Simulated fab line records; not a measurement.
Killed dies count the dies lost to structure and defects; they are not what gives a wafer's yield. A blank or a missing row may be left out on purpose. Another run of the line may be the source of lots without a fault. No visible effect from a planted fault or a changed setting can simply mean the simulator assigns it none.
Comparing a struck lot with a sound one ; flow nand_harc ; 14 out of 1159 route steps
Sound: these wafers, L780.3, L780.4, L780.6. Wafers struck: L776.2, L776.3, L776.4. The cause is given at the end.
Each step with rows lists, per side, the tool, then ch with its chambers, then its first start. Under that, the readings that differ: sound wafers ; struck wafers ; difference of the means ; sigmas: that difference in standard deviations of wafers without a fault.
alike: words and numbers the same on both sides, and readings whose means are apart by under 2 such deviations; not compared: readings that were withheld, readings missing a value for some wafer, numbers with overlapping values and no deviation given by the record, and bounds like >300 which may hide the same value.
A row with sigmas, a row that says differs or no value, or rows on one side alone: a step with any of these is where the two part. When numbers do not overlap yet have no deviation, they are printed without sigmas and do not part them. A reading that every wafer of one side lacks parts them only if that side has two wafers or more.

NHARC_A_ONON_D1_THK_MEAS_21: measures by ellipsometry.
  sound on film_metro-01 at day 11 18:17; struck on film_metro-01 at day 11 02:53
  alike: thk_nm
after that, 1 step with no rows for these wafers: NHARC_A_ONON_D1_DEP_22 (target thk 1000 nm).
NHARC_A_ONON_D1_THK_MEAS_24: measures by ellipsometry.
  sound on film_metro-02 at day 11 18:51; struck on film_metro-02 at day 11 03:27
  alike: thk_nm
after that, 1 step with no rows for these wafers: NHARC_A_ONON_D1_DEP_25 (target thk 1000 nm).
NHARC_A_ONON_D1_THK_MEAS_27: measures by ellipsometry.
  sound on film_metro-01 at day 11 19:25; struck on film_metro-01 at day 11 04:02
  alike: thk_nm
after that, 1 step with no rows for these wafers: NHARC_A_ONON_D1_DEP_28 (target thk 1000 nm).
NHARC_A_ONON_D1_THK_MEAS_30: measures by ellipsometry.
  sound on film_metro-01 at day 11 19:59; struck on film_metro-01 at day 11 04:36
  alike: thk_nm
NHARC_A_ONON_D1_DEP_33: deposits SiO2, target thk 200 nm.
  sound on pecvd-01 ch 0,1,2, day 11 20:12; struck on pecvd-02 ch 0,1,2, day 11 04:40
reading;sound;struck;difference;sigmas
flow_sccm (sccm);2649 2661 2648;2641 2634 2638;-15;-2
  alike: chamber_pressure_Torr, heater_power_w, rf_fwd_power_W, throttle_valve_pct
NHARC_A_ONON_D1_THK_MEAS_34: measures by ellipsometry.
  sound on film_metro-02 at day 11 20:37; struck on film_metro-01 at day 11 05:04
  alike: thk_nm
NHARC_A_ONON_D1_INSPECT_32:
  sound on defect_inspect-02 at day 11 20:42; struck on defect_inspect-02 at day 11 05:08
  alike: raw_defect_count
NHARC_A_CHANNEL_HOLE_D1_DEP_00: deposits aC, target thk 3100 nm.
  sound on acl_dep-03 ch 0, day 11 21:23; struck on acl_dep-02 ch 0, day 11 05:31
reading;sound;struck;difference;sigmas
susceptor_temp_C (C);- - -;399.91 399.94 399.59;no value on the sound wafers;
  alike: throttle_valve_pct
NHARC_A_CHANNEL_HOLE_D1_DEP_01: deposits SiON, target thk 140 nm.
  sound on pecvd-03 ch 0,1, day 11 22:40; struck on pecvd-04 ch 0,1, day 11 07:11
  no value came back on the struck wafers for chamber_pressure_Torr (Torr), heater_power_outer_w (W), heater_power_w (W), rf_fwd_power_W (W); on the sound wafers chamber_pressure_Torr (Torr) reads 3.520 3.510 3.509
then, 1 step without rows for these wafers: NHARC_A_CHANNEL_HOLE_D1_DEHYDRATE_02 (time 120 s).
-- the record jumps here: 12 days lie between the struck wafers' starts before and after (it left off in module A_CHANNEL_HOLE_D1 and takes up again in module END, whose first step shown is number 1159 of the route) --
NHARC_END_SORT_01:
  sound on prober-02 ch 0, day 23 11:15; struck on prober-01 ch 0, day 23 02:35
reading;sound;struck;difference;sigmas
hold;- - -;await_dispo/11.2h/scrap await_dispo/11.2h/scrap await_dispo/11.2h/scrap;no value on the sound wafers;
killed_at_array;18 17 22;673 674 670;+653;+82
killed_dies;19 23 25;677 677 677;+655;+74
  alike: killed_at_other, killed_at_periphery, killed_open, killed_short

## WHERE THEY PART
Earliest at NHARC_A_ONON_D1_DEP_33; latest, in this record, at NHARC_END_SORT_01.

WHY: what had been put in by the simulator
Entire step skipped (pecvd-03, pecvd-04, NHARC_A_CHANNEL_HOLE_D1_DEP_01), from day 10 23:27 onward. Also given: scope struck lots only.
